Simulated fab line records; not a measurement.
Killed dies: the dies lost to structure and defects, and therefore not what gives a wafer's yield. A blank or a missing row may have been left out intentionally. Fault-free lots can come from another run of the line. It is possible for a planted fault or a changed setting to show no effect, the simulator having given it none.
fab line records | flow n5Finfet
record: lots: 7 | wafers: 16 | lastDay: 16
route steps=1938 shown MOL_CONTACT_COAG@604 PASSIVATION@1936
lots untouched by any fault: they come from a run of this same line in which no faults occurred
startH: the number of hours between the record's first day and the start of the first shown wafer of the lot | waitH: hours since the lot's step before | " repeats the value in the row above | L1.1+2: several wafers, shown together as one row | - no value, or no start was given | * or withheld: withheld | < > ~ a bound
route shown NAME@n: a module of which the file shows steps, and the number in the route of the first | usual: mean/standard deviation taken from wafers without a fault | same: alike in all rows | chamber/n: place in a boat | sites: readings site by site | _std_site: standard deviation across them | _edge_site: inner sites' mean taken away from outer sites' mean | radiusMm: for every site, how far away it sits from the centre of the wafer | mask NAME#n: copy n | behind: the last tool/chamber to shape the wafer | hold: what put the lot on hold/how long, in hours/how the hold closed | device: the n, p or np transistor that did not switch | end of line: the route-end tests of the same wafers | a step given without rows: its recipe and nothing more | killed: at the first sort, the dies lost to defects and structure; wafer yield is something else | map: a wafer's dies, marking killed ones x, the rest . and places with no die _
set.NAME: the setting that was run; set.NAME@STEP: the one run at that earlier step | model.NAME: the simulator's own value behind a step, which no gauge read
lots at some steps of the route; a table a step, a row a wafer
services: a tool's chamber out of use, with start hour (startH, from the record's first day; less than 0 if before it), hours out, and reason
== steps ==
step: N5_MOL_CONTACT_COAG_INSPECT_42
recipe: mode: adi | inspectInstrument: brightfield
usual: rawDefectCount: 197/47
lot.wafer | tool             | chamber | startH | waitH | rawDefectCount
L362.1    | defectInspect-02 | -       | 116.05 | 0.1   | 290
L362.2    | "                | -       | "      | "     | 260
L365.2    | defectInspect-01 | -       | 133.82 | 0.0   | 272
L365.6    | "                | -       | "      | "     | 196
L371.1    | defectInspect-02 | -       | 170.95 | 0.1   | 190
L371.5    | "                | -       | "      | "     | 223
L372.1    | defectInspect-02 | -       | 177.13 | 0.1   | 233
L372.2    | "                | -       | "      | "     | 153
L373.2    | defectInspect-01 | -       | 185.41 | 0.0   | 199
L373.3    | "                | -       | "      | "     | 310
L373.4    | "                | -       | "      | "     | 161
L377.4    | defectInspect-02 | -       | 205.71 | 0.0   | 236
L377.5    | "                | -       | "      | "     | 201
L380.1    | defectInspect-01 | -       | 223.38 | 0.1   | 231
L380.3    | "                | -       | "      | "     | 243
L380.4    | "                | -       | "      | "     | 159
step: N5_MOL_CONTACT_COAG_DESCUM_45
recipe: chemistry: O2 | timeS: 7 | sourcePowerW: 50 | biasPowerW: 20 | pressureMtorr: 20 | rfFrequencyHz: 2.712e+07 | tempC: 40 | resist: CAR-EUV | o2FlowSccm: 225
step: N5_MOL_CONTACT_COAG_ETCH_65
recipe: chemistry: N2/H2 | target: underlayer | targetDepthA: 130 | maskMaterial: CAR-EUV | timeS: 10.4 | ionEnergyEv: 200 | pressureMtorr: 30 | sourceW: 840 | biasW: 150 | n2FlowSccm: 200 | h2FlowSccm: 200 | ends: cleared
usual: drypumpMotorCurrentA: 5.8/0.52 | etchRfOnTimeS: 10.5/0.32 | oesProductAu: 0.71/0.075 | rfVppV: 523.2/1.5 | showerheadPlenumPTorr: 2.52/0.059 | throttleValvePct: 17.9/0.35
lot.wafer | tool       | chamber | startH | waitH | drypumpMotorCurrentA | etchRfOnTimeS | oesProductAu | rfHoursCounterH | rfVppV | showerheadPlenumPTorr | throttleValvePct
L362.1    | rieDiel-05 | 0       | 116.12 | 0.0   | 5.1                  | 10.3          | 0.75         | 39              | 523.1  | 2.48                  | 17.7
L362.2    | "          | 1       | "      | "     | 5.8                  | 10.5          | 0.76         | 28              | 523.5  | 2.45                  | 17.6
L365.2    | rieDiel-05 | 0       | 134.55 | 0.0   | 5.1                  | 10.0          | 0.76         | 47              | 522.6  | 2.48                  | 17.7
L365.6    | "          | 1       | "      | "     | 5.8                  | 10.4          | 0.75         | -               | 522.0  | 2.45                  | 17.6
L371.1    | rieDiel-05 | 0       | 171.02 | 0.0   | 5.1                  | 10.2          | 0.74         | 60              | 520.9  | 2.47                  | 17.7
L371.5    | "          | 1       | "      | "     | 5.8                  | 10.4          | 0.73         | -               | 522.7  | 2.45                  | 17.6
L372.1    | rieDiel-04 | 0       | 177.20 | 0.0   | 6.0                  | 10.8          | 0.65         | 124             | 521.1  | 2.47                  | 18.0
L372.2    | "          | 2       | "      | "     | 5.4                  | 10.4          | 0.79         | 16              | 523.7  | 2.52                  | 17.7
L373.2    | rieDiel-04 | 2       | 185.48 | 0.0   | 5.4                  | 10.4          | 0.79         | 20              | 523.4  | 2.52                  | 17.7
L373.3    | "          | 3       | "      | "     | 6.0                  | 10.2          | 0.79         | 25              | 522.2  | 2.47                  | 17.5
L373.4    | "          | 1       | "      | "     | 5.4                  | 10.6          | 0.73         | 56              | 524.2  | 2.60                  | 17.9
L377.4    | rieDiel-05 | 0       | 205.78 | 0.0   | 5.1                  | 10.1          | 0.72         | 72              | 522.2  | 2.47                  | 17.8
L377.5    | "          | 3       | "      | "     | 5.0                  | 10.4          | 0.78         | -               | 523.3  | 2.48                  | 17.7
L380.1    | rieDiel-01 | 0       | 223.45 | 0.0   | 6.3                  | 10.3          | 0.66         | 154             | 523.3  | 2.57                  | 18.1
L380.3    | "          | 1       | "      | "     | 5.8                  | 10.6          | 0.58         | 237             | 524.0  | 2.51                  | 18.7
L380.4    | "          | 2       | "      | "     | 5.3                  | 10.4          | 0.64         | 150             | 525.6  | 2.65                  | 18.0
step: N5_MOL_CONTACT_COAG_ETCH_66
recipe: chemistry: CF4 | target: SiARC | targetDepthA: 130 | maskMaterial: CAR-EUV | timeS: 21.7 | ionEnergyEv: 80 | pressureMtorr: 40 | sourceW: 545 | biasW: 36 | Ar_flow_sccm: 100 | cf4FlowSccm: 100 | ends: cleared
usual: drypumpMotorCurrentA: 5.8/0.51 | etchRfOnTimeS: 21.8/0.65 | oesProductAu: 0.71/0.073 | rfVppV: 183.9/0.97 | showerheadPlenumPTorr: 2.13/0.045 | throttleValvePct: 15.62/0.24
lot.wafer | tool       | chamber | startH | waitH | drypumpMotorCurrentA | etchRfOnTimeS | oesProductAu | rfHoursCounterH | rfVppV | showerheadPlenumPTorr | throttleValvePct
L362.1    | rieDiel-05 | 0       | 116.14 | 0.0   | 5.1                  | 21.3          | 0.76         | 39              | 181.7  | 2.11                  | 15.45
L362.2    | "          | 1       | "      | "     | 5.8                  | 21.7          | 0.76         | 28              | 184.2  | 2.09                  | 15.46
L365.2    | rieDiel-05 | 0       | 134.57 | 0.0   | 5.1                  | 21.4          | 0.75         | 47              | 182.0  | 2.11                  | 15.44
L365.6    | "          | 1       | "      | "     | 5.8                  | 21.9          | 0.75         | -               | 183.7  | 2.09                  | 15.47
L371.1    | rieDiel-05 | 0       | 171.04 | 0.0   | 5.1                  | 20.8          | 0.74         | 60              | 184.1  | 2.10                  | 15.48
L371.5    | "          | 1       | "      | "     | 5.8                  | 21.4          | 0.74         | -               | 183.8  | 2.08                  | 15.50
L372.1    | rieDiel-04 | 0       | 177.22 | 0.0   | 5.9                  | 21.8          | 0.67         | 124             | 184.2  | 2.06                  | 15.51
L372.2    | "          | 2       | "      | "     | 5.4                  | 21.2          | 0.80         | 16              | 184.5  | 2.09                  | 15.27
L373.2    | rieDiel-04 | 2       | 185.50 | 0.0   | 5.4                  | 21.3          | 0.79         | 20              | 183.6  | 2.09                  | 15.29
L373.3    | "          | 3       | "      | "     | 6.0                  | 21.0          | 0.80         | 25              | 183.0  | 2.11                  | 15.33
L373.4    | "          | 1       | "      | "     | 5.4                  | 21.3          | 0.73         | 56              | 184.4  | 2.17                  | 15.59
L377.4    | rieDiel-05 | 0       | 205.80 | 0.0   | 5.1                  | 21.6          | 0.71         | 72              | 183.6  | 2.10                  | 15.51
L377.5    | "          | 3       | "      | "     | 5.0                  | 22.2          | 0.77         | -               | 183.8  | 2.12                  | 15.55
L380.1    | rieDiel-01 | 0       | 223.47 | 0.0   | 6.4                  | 21.6          | 0.66         | 154             | 183.6  | 2.17                  | 15.80
L380.3    | "          | 1       | "      | "     | 5.8                  | 22.5          | 0.57         | 237             | 183.9  | 2.09                  | 16.16
L380.4    | "          | 2       | "      | "     | 5.3                  | 21.4          | 0.64         | 150             | 184.8  | 2.23                  | 15.71
step: N5_MOL_CONTACT_COAG_ALD_133
recipe: material: SiO2 | targetThkA: 50 | tempC: 100 | aldPrecursorFamily: BDEAS | aldCoReactant: O2-plasma | pulseTimeS: 1 | coReactantPulseTimeS: 1 | purgeTimeS: 2 | coReactantPurgeTimeS: 2 | aldCycles: 35 | pressureTorr: 2
step: N5_MOL_CONTACT_COAG_ETCHBACK_134
recipe: chemistry: CHF3 | target: SiO2 | targetDepthA: 100 | timeS: 6.7 | ionEnergyEv: 200 | pressureMtorr: 30 | sourceW: 610 | biasW: 170 | Ar_flow_sccm: 200 | CHF3_flow_sccm: 50
step: N5_MOL_CONTACT_COAG_ETCH_67
recipe: chemistry: N2/H2 | target: SOC | targetDepthA: 600 | overetchA: 210 | maskMaterial: SiARC | tempC: 40 | timeS: 101.2 | ionEnergyEv: 200 | pressureMtorr: 30 | sourceW: 840 | biasW: 150 | n2FlowSccm: 200 | h2FlowSccm: 200
usual: drypumpMotorCurrentA: 5.7/0.5 | oesProductAu: 0.70/0.068 | rfVppV: 523.3/1.7 | showerheadPlenumPTorr: 2.53/0.06 | tempC: 40.02/0.11 | throttleValvePct: 17.9/0.36
lot.wafer | tool       | chamber | startH | waitH | drypumpMotorCurrentA | oesProductAu | rfHoursCounterH | rfVppV | showerheadPlenumPTorr | tempC | throttleValvePct
L362.1    | rieDiel-05 | 1       | 117.41 | 0.0   | 5.8                  | 0.75         | 28              | 521.6  | 2.45                  | 39.99 | 17.5
L362.2    | "          | 2       | "      | "     | 6.7                  | 0.63         | 161             | 523.4  | 2.56                  | 40.24 | 18.5
L365.2    | rieDiel-04 | 3       | 134.88 | 0.0   | 6.0                  | 0.80         | 10              | 521.9  | 2.48                  | 40.04 | 17.4
L365.6    | "          | 0       | "      | "     | 6.0                  | 0.67         | -               | 520.4  | 2.48                  | 39.98 | 18.0
L371.1    | rieDiel-04 | 1       | 171.33 | 0.0   | 5.5                  | 0.73         | 49              | 524.4  | 2.60                  | 39.92 | 17.8
L371.5    | "          | 0       | "      | "     | 5.9                  | 0.66         | -               | 521.7  | 2.47                  | 40.11 | 18.0
L372.1    | rieDiel-04 | 1       | 177.51 | 0.0   | 5.5                  | 0.72         | 52              | 526.5  | 2.60                  | 40.03 | 17.8
L372.2    | "          | 2       | "      | "     | 5.4                  | 0.77         | 16              | 523.4  | 2.52                  | 39.92 | 17.7
L373.2    | rieDiel-04 | 3       | 185.92 | 0.0   | 6.0                  | 0.77         | 25              | 523.1  | 2.47                  | 40.09 | 17.4
L373.3    | "          | 0       | "      | "     | 5.9                  | 0.66         | 127             | 521.3  | 2.47                  | 39.89 | 18.0
L373.4    | "          | 2       | "      | "     | 5.3                  | 0.77         | 20              | 522.6  | 2.52                  | 40.25 | 17.7
L377.4    | rieDiel-01 | 1       | 206.13 | 0.0   | 5.8                  | 0.57         | 231             | 523.7  | 2.52                  | 40.01 | 18.6
L377.5    | "          | 0       | "      | "     | 6.3                  | 0.65         | -               | 523.0  | 2.57                  | 39.86 | 18.0
L380.1    | rieDiel-01 | 2       | 223.76 | 0.0   | 5.3                  | 0.62         | 150             | 527.3  | 2.65                  | 40.00 | 18.0
L380.3    | "          | 3       | "      | "     | 6.0                  | 0.66         | 112             | 526.1  | 2.55                  | 40.11 | 17.9
L380.4    | "          | 1       | "      | "     | 5.8                  | 0.58         | 237             | 522.3  | 2.52                  | 40.36 | 18.6
step: N5_MOL_CONTACT_COAG_STRIP_68
recipe: chemistry: N2/H2 | tempC: 40 | n2FlowSccm: 200 | h2FlowSccm: 200 | rfFrequencyHz: 6e+07
step: N5_MOL_CONTACT_COAG_STRIP_69
recipe: chemistry: N2/H2 | tempC: 40 | n2FlowSccm: 200 | h2FlowSccm: 200 | rfFrequencyHz: 6e+07
step: N5_MOL_CONTACT_COAG_ETCHBACK_136
recipe: chemistry: CHF3 | target: SiO2 | targetDepthA: 250 | timeS: 16.7 | ionEnergyEv: 200 | pressureMtorr: 30 | sourceW: 610 | biasW: 170 | Ar_flow_sccm: 200 | CHF3_flow_sccm: 50
usual: drypumpMotorCurrentA: 5.7/0.51 | oesProductAu: 0.83/0.091 | rfVppV: 521/18 | showerheadPlenumPTorr: 2.37/0.058 | throttleValvePct: 18.78/0.24
lot.wafer | tool       | chamber | startH | waitH | drypumpMotorCurrentA | oesProductAu | rfHoursCounterH | rfVppV | showerheadPlenumPTorr | throttleValvePct
L362.1    | rieDiel-05 | 1       | 117.50 | 0.0   | 5.8                  | 0.90         | 28              | 540    | 2.33                  | 18.64
L362.2    | "          | 2       | "      | "     | 6.6                  | 0.72         | 161             | 509    | 2.35                  | 19.01
L365.2    | rieDiel-04 | 3       | 134.97 | 0.0   | 6.0                  | 0.97         | 10              | 541    | 2.34                  | 18.46
L365.6    | "          | 0       | "      | "     | 5.9                  | 0.78         | -               | 507    | 2.29                  | 18.56
L371.1    | rieDiel-04 | 1       | 171.42 | 0.0   | 5.5                  | 0.86         | 49              | 490    | 2.44                  | 18.82
L371.5    | "          | 0       | "      | "     | 5.9                  | 0.77         | -               | 505    | 2.28                  | 18.56
L372.1    | rieDiel-04 | 1       | 177.60 | 0.0   | 5.5                  | 0.85         | 52              | 491    | 2.44                  | 18.84
L372.2    | "          | 2       | "      | "     | 5.4                  | 0.93         | 16              | 534    | 2.34                  | 18.51
L373.2    | rieDiel-04 | 3       | 186.01 | 0.0   | 6.0                  | 0.94         | 25              | 541    | 2.34                  | 18.48
L373.3    | "          | 0       | "      | "     | 5.9                  | 0.77         | 127             | 506    | 2.28                  | 18.57
L373.4    | "          | 2       | "      | "     | 5.4                  | 0.92         | 20              | 533    | 2.34                  | 18.49
L377.4    | rieDiel-01 | 1       | 206.22 | 0.0   | 5.8                  | 0.67         | 232             | 532    | 2.35                  | 19.37
L377.5    | "          | 0       | "      | "     | 6.3                  | 0.77         | -               | 538    | 2.41                  | 18.86
L380.1    | rieDiel-01 | 2       | 223.85 | 0.0   | 5.3                  | 0.74         | 150             | 492    | 2.50                  | 18.91
L380.3    | "          | 3       | "      | "     | 6.0                  | 0.79         | 112             | 537    | 2.43                  | 19.03
L380.4    | "          | 1       | "      | "     | 5.7                  | 0.67         | 237             | 529    | 2.34                  | 19.38
step: N5_MOL_CONTACT_COAG_STRIP_120
recipe: chemistry: CHF3 | resist: SiARC | rfFrequencyHz: 6e+07
step: N5_MOL_CONTACT_COAG_VIA_ETCH_117
recipe: chemistry: C4F6/O2 | targetDepthA: 400 | overetchA: 80 | maskMaterial: SOC | target: SiO2 | biasW: 455 | pressureMtorr: 10 | timeS: 26 | sourceW: 325 | Ar_flow_sccm: 300 | C4F6_flow_sccm: 10 | O2_flow_sccm: 10 | ionEnergyEv: 575.3 | ends: endPoint
usual: drypumpMotorCurrentA: 5.7/0.51 | oesProductAu: 0.75/0.068 | rfVppV: 1578/49 | showerheadPlenumPTorr: 2.83/0.073 | throttleValvePct: 41.3/0.68
lot.wafer | tool       | chamber | startH | waitH | drypumpMotorCurrentA | oesProductAu | rfHoursCounterH | rfVppV | showerheadPlenumPTorr | throttleValvePct
L362.1    | rieDiel-05 | 1       | 117.54 | 0.0   | 5.8                  | 0.79         | 28              | 1631   | 2.78                  | 40.8
L362.2    | "          | 2       | "      | "     | 6.7                  | 0.68         | 161             | 1553   | 2.80                  | 41.6
L365.2    | rieDiel-04 | 3       | 135.00 | 0.0   | 6.0                  | 0.86         | 10              | 1633   | 2.79                  | 41.4
L365.6    | "          | 0       | "      | "     | 5.9                  | 0.72         | -               | 1533   | 2.72                  | 40.5
L371.1    | rieDiel-04 | 1       | 171.45 | 0.0   | 5.4                  | 0.76         | 49              | 1495   | 2.92                  | 40.7
L371.5    | "          | 0       | "      | "     | 5.9                  | 0.71         | -               | 1535   | 2.72                  | 40.6
L372.1    | rieDiel-04 | 1       | 177.63 | 0.0   | 5.4                  | 0.76         | 52              | 1494   | 2.92                  | 40.7
L372.2    | "          | 2       | "      | "     | 5.4                  | 0.83         | 16              | 1614   | 2.79                  | 40.2
L373.2    | rieDiel-04 | 3       | 186.04 | 0.0   | 6.0                  | 0.82         | 25              | 1631   | 2.78                  | 41.4
L373.3    | "          | 0       | "      | "     | 6.0                  | 0.71         | 127             | 1533   | 2.72                  | 40.6
L373.4    | "          | 2       | "      | "     | 5.4                  | 0.81         | 20              | 1614   | 2.79                  | 40.2
L377.4    | rieDiel-01 | 1       | 206.26 | 0.0   | 5.8                  | 0.63         | 232             | 1605   | 2.80                  | 41.9
L377.5    | "          | 0       | "      | "     | 6.3                  | 0.69         | -               | 1626   | 2.88                  | 41.4
L380.1    | rieDiel-01 | 2       | 223.88 | 0.0   | 5.3                  | 0.67         | 150             | 1500   | 2.99                  | 41.4
L380.3    | "          | 3       | "      | "     | 6.0                  | 0.71         | 112             | 1624   | 2.89                  | 42.0
L380.4    | "          | 1       | "      | "     | 5.8                  | 0.62         | 237             | 1604   | 2.80                  | 41.9
step: N5_MOL_CONTACT_COAG_ETCH_124
recipe: chemistry: CH3F/O2 | target: SiNx | targetDepthA: 65 | maskMaterial: SOC | stopOn: SiOC | overEtchFrac: 0.3 | ionEnergyEv: 120 | pressureMtorr: 30 | sourceW: 395 | biasW: 73 | Ar_flow_sccm: 150 | CH3F_flow_sccm: 30 | O2_flow_sccm: 20 | ends: endPoint
usual: drypumpMotorCurrentA: 5.7/0.51 | oesProductAu: 0.71/0.069 | rfVppV: 295/9.9 | showerheadPlenumPTorr: 1.99/0.052 | throttleValvePct: 16.36/0.26
lot.wafer | tool       | chamber | startH | waitH | drypumpMotorCurrentA | oesProductAu | rfHoursCounterH | rfVppV | showerheadPlenumPTorr | throttleValvePct | model.SOC_of_MOL_CONTACT_COAG_COAT_62.thkNm
L362.1    | rieDiel-05 | 1       | 117.56 | 0.0   | 5.8                  | 0.76         | 28              | 306    | 1.96                  | 16.24            | 48
L362.2    | "          | 2       | "      | "     | 6.7                  | 0.63         | 161             | 290    | 1.98                  | 16.66            | 49.4
L365.2    | rieDiel-04 | 3       | 135.03 | 0.0   | 6.0                  | 0.81         | 10              | 306    | 1.96                  | 15.98            | 48.2
L365.6    | "          | 0       | "      | "     | 5.9                  | 0.68         | -               | 288    | 1.92                  | 16.14            | 48.8
L371.1    | rieDiel-04 | 1       | 171.48 | 0.0   | 5.4                  | 0.73         | 49              | 280    | 2.06                  | 16.43            | 48.6
L371.5    | "          | 0       | "      | "     | 5.9                  | 0.67         | -               | 287    | 1.91                  | 16.17            | 47.6
L372.1    | rieDiel-04 | 1       | 177.66 | 0.0   | 5.4                  | 0.73         | 52              | 279    | 2.06                  | 16.44            | 48.4
L372.2    | "          | 2       | "      | "     | 5.3                  | 0.79         | 16              | 302    | 1.97                  | 16.06            | 47.2
L373.2    | rieDiel-04 | 3       | 186.07 | 0.0   | 6.0                  | 0.78         | 25              | 306    | 1.96                  | 16.02            | 47
L373.3    | "          | 0       | "      | "     | 5.9                  | 0.66         | 127             | 285    | 1.91                  | 16.17            | 48.6
L373.4    | "          | 2       | "      | "     | 5.4                  | 0.79         | 20              | 304    | 1.97                  | 16.06            | 48.4
L377.4    | rieDiel-01 | 1       | 206.28 | 0.0   | 5.7                  | 0.59         | 232             | 304    | 1.97                  | 16.96            | 48.6
L377.5    | "          | 0       | "      | "     | 6.3                  | 0.66         | -               | 306    | 2.02                  | 16.43            | 48.2
L380.1    | rieDiel-01 | 2       | 223.91 | 0.0   | 5.3                  | 0.64         | 150             | 278    | 2.11                  | 16.57            | 48.6
L380.3    | "          | 3       | "      | "     | 6.0                  | 0.67         | 112             | 303    | 2.03                  | 16.55            | 48.6
L380.4    | "          | 1       | "      | "     | 5.8                  | 0.58         | 237             | 301    | 1.97                  | 16.98            | 48.8
step: N5_MOL_CONTACT_COAG_ETCH_48
recipe: chemistry: C4F6/O2 | targetDepthA: 150 | overetchA: 45 | maskMaterial: SOC | target: SiOC | biasW: 465 | pressureMtorr: 10 | timeS: 17 | sourceW: 335 | Ar_flow_sccm: 300 | C4F6_flow_sccm: 10 | O2_flow_sccm: 10 | ionEnergyEv: 576
usual: drypumpMotorCurrentA: 5.7/0.51 | oesProductAu: 0.70/0.085 | rfVppV: 1580/49 | showerheadPlenumPTorr: 2.83/0.073 | throttleValvePct: 40.8/0.65
lot.wafer | tool       | chamber | startH | waitH | drypumpMotorCurrentA | oesProductAu | rfHoursCounterH | rfVppV | showerheadPlenumPTorr | throttleValvePct | model.SOC_of_MOL_CONTACT_COAG_COAT_62.thkNm
L362.1    | rieDiel-05 | 1       | 117.60 | 0.0   | 5.8                  | 0.81         | 28              | 1634   | 2.78                  | 40.4             | 45.4
L362.2    | "          | 2       | "      | "     | 6.7                  | 0.67         | 161             | 1556   | 2.80                  | 41.2             | 47
L365.2    | rieDiel-04 | 3       | 135.07 | 0.0   | 6.0                  | 0.88         | 10              | 1635   | 2.79                  | 40.9             | 45.4
L365.6    | "          | 0       | "      | "     | 5.9                  | 0.66         | -               | 1536   | 2.73                  | 40.1             | 46.2
L371.1    | rieDiel-04 | 1       | 171.52 | 0.0   | 5.4                  | 0.74         | 49              | 1496   | 2.92                  | 40.2             | 45.8
L371.5    | "          | 0       | "      | "     | 5.9                  | 0.62         | -               | 1534   | 2.72                  | 40.1             | 45
L372.1    | rieDiel-04 | 1       | 177.70 | 0.0   | 5.4                  | 0.68         | 52              | 1497   | 2.92                  | 40.2             | 45.8
L372.2    | "          | 2       | "      | "     | 5.4                  | 0.77         | 16              | 1616   | 2.79                  | 39.8             | 44.4
L373.2    | rieDiel-04 | 3       | 186.11 | 0.0   | 6.0                  | 0.82         | 25              | 1635   | 2.78                  | 41.0             | 44.2
L373.3    | "          | 0       | "      | "     | 5.9                  | 0.59         | 127             | 1535   | 2.72                  | 40.1             | 46.2
L373.4    | "          | 2       | "      | "     | 5.4                  | 0.82         | 20              | 1616   | 2.79                  | 39.8             | 45.6
L377.4    | rieDiel-01 | 1       | 206.32 | 0.0   | 5.8                  | 0.60         | 232             | 1609   | 2.80                  | 41.5             | 46
L377.5    | "          | 0       | "      | "     | 6.3                  | 0.59         | -               | 1630   | 2.88                  | 41.0             | 45.6
L380.1    | rieDiel-01 | 2       | 223.95 | 0.0   | 5.3                  | 0.58         | 150             | 1501   | 2.99                  | 41.0             | 46
L380.3    | "          | 3       | "      | "     | 6.0                  | 0.64         | 112             | 1627   | 2.89                  | 41.5             | 46
L380.4    | "          | 1       | "      | "     | 5.8                  | 0.59         | 237             | 1606   | 2.80                  | 41.5             | 46.2
step: N5_MOL_CONTACT_COAG_STRIP_72
recipe: chemistry: N2/H2 | powerW: 450 | tempC: 40 | pressureMtorr: 20 | rfFrequencyHz: 6e+07 | overashFraction: 3 | biasPowerW: 7 | h2Frac: 0.5 | n2FlowSccm: 200 | h2FlowSccm: 200
step: N5_PASSIVATION_PROBE_49
usual: killed_at_M0_to_M3: 32/9.3 | killed_at_M4_up: 14/4.9 | killedAtContacts: 15/7.5 | killedAtFrontEnd: 40/11 | killedAtOther: 4/3.3 | killedDies: 104/17 | killedOpen: 68/14 | killedShort: 33/7.9
same: grossDies: 1180 | killedAtBackSide: 0
lot.wafer | tool      | chamber | startH | waitH | killed_at_M0_to_M3 | killed_at_M4_up | killedAtContacts | killedAtFrontEnd | killedAtOther | killedDies | killedOpen | killedShort
L373.4    | prober-01 | -       | 356.47 | 0.2   | 24                 | 16              | 10               | 31               | 1             | 82         | 49         | 23
killed by level:class
L373.4 HKMG_FIN:areaEtch=10 MOL_CONTACT_COAG:geometricParticle:open=8 DUMMY_GATE:geometricParticle:open=7 BEOL_M4:geometricParticle:open=6 BEOL_M1:geometricParticle:open=6 BEOL_M3:geometricParticle:open=6 BEOL_M0_SAQP:geometricParticle:open=5 FIN_SAQP:geometricParticle:short=4
== services ==
tool       | chamber | startH | hours | kind
rieDiel-04 | 3       | 94.41  | -     | clean
rieDiel-04 | 3       | 94.41  | -     | consumableReplace:focusRing
rieDiel-05 | 3       | 96.43  | -     | clean
rieDiel-05 | 3       | 96.43  | -     | consumableReplace:focusRing
rieDiel-05 | 3       | 96.43  | 19.5  | scheduledDown
rieDiel-05 | 3       | 96.43  | 19.5  | ventCycle
rieDiel-04 | 2       | 108.99 | -     | clean
rieDiel-04 | 2       | 108.99 | -     | consumableReplace:focusRing
rieDiel-04 | 2       | 108.99 | 10.1  | scheduledDown
rieDiel-04 | 2       | 108.99 | 10.1  | ventCycle
rieDiel-04 | -       | 148.85 | 0.1   | repair
rieDiel-04 | 2       | 172.28 | 4.3   | repair
rieDiel-05 | 0       | 185.05 | 3.2   | repair
rieDiel-04 | -       | 190.71 | 1.6   | repair
== key ==
firstSign none at tools or gauges
modelEffect: step: N5_MOL_CONTACT_COAG_ETCH_124 | value: SOC_of_MOL_CONTACT_COAG_COAT_62.thkNm | without: 48.33 | struck: 47.27
modelEffect: step: N5_MOL_CONTACT_COAG_ETCH_48 | value: SOC_of_MOL_CONTACT_COAG_COAT_62.thkNm | without: 45.73 | struck: 44.53
metAt N5_MOL_CONTACT_COAG_ETCH_124
struckWafers L371.5,L372.2,L373.2
testerLeftOut L371,L372,L373
baselineLoss: step: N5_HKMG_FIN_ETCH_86 | wafers: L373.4
onsetBetween 135.03 171.48
fault: kind: processParameterDrift | tool: rieDiel-04 | chamber: - | onsetH: 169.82 | steps: N5_MOL_CONTACT_COAG_ETCH_124 | channel: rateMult | offset: 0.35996 | shape: step | endH: 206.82 | scope: struckWafersOnly
testerLeftOut: of these lots the tester's yield and bins aren't shown, on N5 and GAA mostly nor the transistor test; their killed dies are dies lost to structure and defects alone, not to doping, threshold or leakage, so they don't give the yield
baselineLoss: these wafers lose ten dies or more at that step, a loss of the line's own and not of a fault; the sort's usual values leave them out
